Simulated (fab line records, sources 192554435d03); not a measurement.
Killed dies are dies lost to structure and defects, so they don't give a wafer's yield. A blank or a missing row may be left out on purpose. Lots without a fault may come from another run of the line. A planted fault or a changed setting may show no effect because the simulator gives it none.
Chamber matching | flow n5_finfet | N5_BEOL_M6_STRIP_36 on rie_diel-03: 4 sister chambers
The step strips in N2/H2. 8 wafers are shown with their chamber, then 8 later ones without.

WAFERS WITH THEIR CHAMBER
wafer  | chamber | drypump_motor_current_A (A) | throttle_valve_pct (%)
L076.3 | 1       | 5.5                         | 23.7
L083.6 | 2       | 5.0                         | 24.2
L082.1 | 3       | 5.9                         | 23.3
L082.5 | 2       | 5.0                         | 24.2
L084.2 | 1       | 5.5                         | 23.7
L084.3 | 0       | 5.2                         | 23.4
L084.5 | 0       | 5.2                         | 23.4
L086.1 | 3       | 6.0                         | 23.4

WAFERS WITHOUT THEIR CHAMBER
wafer  | drypump_motor_current_A (A) | throttle_valve_pct (%)
L086.3 | 5.0                         | 24.3
L086.4 | 5.2                         | 23.4
L088.1 | 5.9                         | 23.3
L088.4 | 5.2                         | 23.4
L088.5 | 5.5                         | 23.7
L096.1 | 5.9                         | 23.4
L096.5 | 5.2                         | 23.4
L096.6 | 6.0                         | 23.4

WHICH CHAMBER EACH WENT THROUGH
wafer  | from the rows above | in truth
L086.3 | 2                   | 2
L086.4 | 0                   | 0
L088.1 | 3                   | 3
L088.4 | 0                   | 0
L088.5 | 1                   | 1
L096.1 | 3                   | 3
L096.5 | 0                   | 0
L096.6 | 3                   | 3
Placed correctly: 8 of 8. Can't be placed from these rows: 0. Placed wrongly: 0.
How it was worked out, from the rows above alone: a wafer's distance from a chamber is the root of the sum, over the readings, of the square of ((its reading less the chamber's mean) divided by the reading's scatter). The wafer belongs to the nearest chamber; if the next one is less than 2 further off, it can't be placed. A chamber's mean is the mean of its shown wafers. The scatter: the root of (the sum of the squares of (reading less its chamber's mean) over the shown wafers, divided by (wafers less chambers)).
